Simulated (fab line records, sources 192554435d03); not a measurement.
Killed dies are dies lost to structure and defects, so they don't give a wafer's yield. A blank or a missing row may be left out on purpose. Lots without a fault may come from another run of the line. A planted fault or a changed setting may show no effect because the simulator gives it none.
Which tool did it? | flow n5_finfet | 10 lots, 28 wafers sampled, at 5 steps of a route of 1938

WHAT THE GAUGES READ, wafer by wafer
N5_BEOL_M4_RC_MEAS_101. Usual: DIBL_N 36.4 mV/V, standard deviation 1.7; DIBL_P 36.4 mV/V, standard deviation 2.1; IOFF_N 0.16 nA/um, standard deviation 0.035; IOFF_P 0.21 nA/um, standard deviation 0.035; ION_N 680 uA/um, standard deviation 11; ION_P 465 uA/um, standard deviation 6.8; SS_N 71.5 mV/dec, standard deviation 0.58; SS_P 73.2 mV/dec, standard deviation 0.72; VT_N 249 mV, standard deviation 3.6; VT_P -250 mV, standard deviation 3.1.
lot  | measured     | on        | DIBL_N (mV/V)  | DIBL_P (mV/V)  | IOFF_N (nA/um) | IOFF_P (nA/um) | ION_N (uA/um) | ION_P (uA/um) | SS_N (mV/dec)  | SS_P (mV/dec)  | VT_N (mV)   | VT_P (mV)      | flag
L262 | day 8 08:55  | prober-02 | 34.6 34.0 37.1 | 34.5 33.7 37.9 | 0.14 0.13 0.18 | 0.19 0.17 0.23 | 669 667 689   | 462 460 467   | 71.7 71.6 71.5 | 72.8 72.1 73.1 | 252 253 246 | -248 -253 -247 |
L264 | day 8 23:29  | prober-01 | 35.5 36.5 34.6 | 36.7 37.4 35.5 | 0.17 0.20 0.16 | 0.22 0.23 0.19 | 701 691 686   | 472 463 464   | 71.6 71.4 71.5 | 73.9 73.5 73.5 | 246 246 250 | -246 -246 -251 |
L265 | day 9 21:58  | prober-02 | 35.7 34.6 36.0 | 37.8 35.9 37.8 | 0.17 0.14 0.18 | 0.19 0.17 0.20 | 678 662 680   | 457 451 459   | 71.7 71.5 71.9 | 73.8 73.2 74.4 | 250 252 247 | -254 -256 -251 |
L267 | day 9 22:27  | prober-01 | 36.3 34.1 36.1 | 35.4 33.1 35.0 | 0.15 0.13 0.15 | 0.22 0.19 0.22 | 689 670 683   | 472 466 474   | 71.8 71.3 71.7 | 73.4 72.8 73.1 | 252 252 252 | -248 -246 -246 |
L273 | day 11 06:53 | prober-01 | 36.6 36.4      | 34.3 34.9      | 0.16 0.16      | 0.19 0.20      | 675 678       | 454 459       | 72.0 71.6      | 72.0 73.1      | 248 247     | -251 -252      |
L274 | day 11 12:10 | prober-02 | 38.0 38.1      | 36.6 37.7      | 0.19 0.20      | 0.25 0.28      | 695 695       | 473 474       | 72.4 72.4      | 73.9 74.1      | 243 244     | -244 -244      |
L278 | day 12 09:25 | prober-02 | 37.1 36.5 34.3 | 38.1 37.3 35.6 | 0.16 0.15 0.13 | 0.22 0.21 0.19 | 680 656 668   | 461 452 465   | 71.9 71.4 71.2 | 73.2 72.5 72.7 | 250 254 255 | -251 -250 -248 |
L279 | day 12 14:55 | prober-02 | 34.0 37.2 35.8 | 33.9 36.5 35.5 | 0.12 0.16 0.14 | 0.15 0.19 0.18 | 664 674 676   | 457 458 464   | 71.4 71.8 70.8 | 72.0 72.7 72.2 | 256 250 252 | -253 -252 -255 |
L281 | day 13 14:23 | prober-01 | 36.7 35.4 35.4 | 38.0 35.9 36.5 | 0.19 0.17 0.18 | 0.23 0.19 0.19 | 681 684 690   | 460 460 466   | 71.7 71.5 71.6 | 73.4 73.1 73.5 | 245 246 248 | -249 -253 -254 |
L284 | day 13 21:46 | prober-01 | 36.0 34.6 38.6 | 36.2 33.8 39.1 | 0.16 0.12 0.21 | 0.23 0.19 0.28 | 678 665 692   | 470 464 469   | 71.7 71.1 72.3 | 72.8 72.1 74.4 | 248 252 247 | -249 -251 -247 |

N5_BEOL_M11_CD_MEAS_11: target cd 64.1 nm. Usual: cd_nm 64.0 nm, standard deviation 0.46.
lot  | measured     | on        | cd_nm (nm)     | flag
L262 | day 10 16:49 | cd_sem-01 | 63.1 63.8 64.3 |
L264 | day 11 09:45 | cd_sem-03 | 64.0 64.1 63.7 |
L265 | day 12 09:10 | cd_sem-03 | 64.4 64.3 64.0 |
L267 | day 12 14:52 | cd_sem-02 | 63.9 63.3 64.0 |
L273 | day 14 00:08 | cd_sem-03 | 63.7 63.4      |
L274 | day 13 21:43 | cd_sem-02 | 64.4 64.3      |
L278 | day 14 19:44 | cd_sem-03 | 64.0 64.2 63.8 |
L279 | day 15 03:25 | cd_sem-03 | 63.5 63.6 63.3 |
L281 | day 16 09:01 | cd_sem-02 | 63.8 64.0 64.2 |
L284 | day 16 16:31 | cd_sem-01 | 63.8 64.2 65.0 |

N5_BEOL_M11_OVL_MEAS_29. Usual: V10_OVL 0.1 nm, standard deviation 0.64.
lot  | measured     | on         | V10_OVL (nm)  | flag
L262 | day 10 18:33 | overlay-02 | 0.8 0.5 0.6   |
L264 | day 11 10:57 | overlay-02 | 0.0 -1.0 -0.8 |
L265 | day 12 10:24 | overlay-01 | 0.3 0.5 1.2   |
L267 | day 12 17:24 | overlay-01 | 0.6 0.2 0.1   |
L273 | day 14 02:20 | overlay-02 | 0.0 -0.6      |
L274 | day 14 00:41 | overlay-02 | 0.7 0.6       |
L278 | day 14 22:31 | overlay-02 | 1.1 -0.6 -0.5 |
L279 | day 15 04:27 | overlay-02 | 0.3 0.6 -0.2  |
L281 | day 16 10:08 | overlay-01 | 0.8 1.0 1.0   |
L284 | day 16 17:33 | overlay-02 | 0.9 0.6 -0.5  |

N5_BEOL_M11_CD_MEAS_35: target cd 70 nm. Usual: cd_nm 69.8 nm, standard deviation 0.58.
lot  | measured     | on        | cd_nm (nm)     | flag
L262 | day 10 19:16 | cd_sem-03 | 69.4 69.9 69.9 |
L264 | day 11 11:40 | cd_sem-03 | 69.7 69.8 69.0 |
L265 | day 12 11:20 | cd_sem-01 | 70.7 70.4 70.3 |
L267 | day 12 18:07 | cd_sem-03 | 69.7 69.5 69.7 |
L273 | day 14 03:11 | cd_sem-03 | 69.8 69.0      |
L274 | day 14 02:14 | cd_sem-02 | 70.3 70.8      |
L278 | day 14 23:13 | cd_sem-02 | 69.8 69.2 69.8 |
L279 | day 15 05:10 | cd_sem-03 | 69.0 69.5 68.3 |
L281 | day 16 10:59 | cd_sem-02 | 69.9 70.1 69.6 |
L284 | day 16 18:16 | cd_sem-01 | 69.8 70.1 69.8 |

WHICH TOOL RAN EACH LOT (tool, then ch and the chambers of the sampled wafers, then the start)
lot  | N5_BEOL_M11_VIA_ETCH_34
L262 | rie_diel-03 ch 0,1,2, day 10 18:49
L264 | rie_diel-06 ch 2,3, day 11 11:13
L265 | rie_diel-06 ch 0,2,3, day 12 10:54
L267 | rie_diel-05 ch 0,1, day 12 17:40
L273 | rie_diel-05 ch 1,2, day 14 02:45
L274 | rie_diel-05 ch 0,3, day 14 01:48
L278 | rie_diel-06 ch 0,2,3, day 14 22:47
L279 | rie_diel-06 ch 0,2,3, day 15 04:43
L281 | rie_diel-03 ch 2,3, day 16 10:33
L284 | rie_diel-06 ch 1,2,3, day 16 17:49
- N5_BEOL_M11_VIA_ETCH_34: etches SiCOH lowk in C4F6/O2, target depth 184.5 nm, time 69.2 s.

WHAT THE TOOLS THEMSELVES READ (means of the sampled wafers that have a number; where no wafer has one, the mark that the record gives instead)
N5_BEOL_M11_VIA_ETCH_34. Usual: drypump_motor_current_A 5.40 A, standard deviation 0.28; oes_product_au 0.80 a.u., standard deviation 0.097; rf_fwd_power_W 342.3 W, standard deviation 1.4; rf_vpp_V 668 V, standard deviation 9.8; run_length_s 92.5 s, standard deviation 0.35; showerhead_plenum_p_Torr 2.86 Torr, standard deviation 0.071; throttle_valve_pct 20.88 %, standard deviation 0.21.
lot  | tool        | drypump_motor_current_A (A) | oes_product_au (a.u.) | rf_fwd_power_W (W) | rf_vpp_V (V) | run_length_s (s) | showerhead_plenum_p_Torr (Torr) | throttle_valve_pct (%) | flag
L262 | rie_diel-03 | 5.48                        | 0.73                  | 342.8              | 665          | 92.5             | 2.88                            | 20.89                  |
L264 | rie_diel-06 | 5.53                        | 0.71                  | 341.5              | 676          | 92.1             | 2.82                            | 21.14                  |
L265 | rie_diel-06 | 5.44                        | 0.71                  | 341.6              | 675          | 92.5             | 2.86                            | 21.07                  |
L267 | rie_diel-05 | 5.16                        | 0.90                  | 343.1              | 661          | 92.8             | 2.86                            | 20.76                  |
L273 | rie_diel-05 | 5.58                        | 0.88                  | 344.4              | 660          | 81.1             | 2.84                            | 20.63                  | OFF
L274 | rie_diel-05 | 5.16                        | 0.81                  | 342.1              | 665          | 81.7             | 2.86                            | 20.96                  | OFF
L278 | rie_diel-06 | 5.44                        | 0.70                  | 341.1              | 675          | 92.6             | 2.86                            | 21.09                  |
L279 | rie_diel-06 | 5.44                        | 0.70                  | 342.6              | 675          | 92.6             | 2.86                            | 21.09                  |
L281 | rie_diel-03 | 5.22                        | 0.88                  | 342.5              | 669          | 92.4             | 2.82                            | 20.75                  |
L284 | rie_diel-06 | 5.57                        | 0.74                  | 341.7              | 670          | 92.4             | 2.84                            | 21.08                  |

THE ANSWER, worked out from the rows above alone
Rule: a lot is off if the mean of its wafers that have a number lies more than 3 standard deviations from the usual mean. A lot without any number at a reading at which 4 lots or more have one is off too. The other lots that the step has rows for count as sound. The gauges are gone through in route order, then the tools' own readings, and for those a lot's mean is taken as printed above. The first step at which some lot is off is used, and at that step the reading that is off furthest; a lot without a number counts as furthest.
Off: L273, L274, at N5_BEOL_M11_VIA_ETCH_34 (run_length_s).
A tool fits if, at that step or a process step before it, it ran every lot that is off, and no sound lot after the first of them. One fits: rie_diel-05 at N5_BEOL_M11_VIA_ETCH_34. Its last sound lot is L267 (day 12 17:40), its first lot that is off L274 (day 14 01:48): a fault that began between those two fits.
The tool's own readings at N5_BEOL_M11_VIA_ETCH_34 bear it out: on the lots that are off they differ by more than 5 times the standard deviation of the sound lots' means. run_length_s reads 81.4 s there against 92.5 s on the sound lots.

WHAT THE SIMULATOR HAD PUT IN
Process parameter drift: rie_diel-05, from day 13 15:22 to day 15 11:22, at N5_BEOL_M11_VIA_ETCH_34. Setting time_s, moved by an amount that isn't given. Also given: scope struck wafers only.
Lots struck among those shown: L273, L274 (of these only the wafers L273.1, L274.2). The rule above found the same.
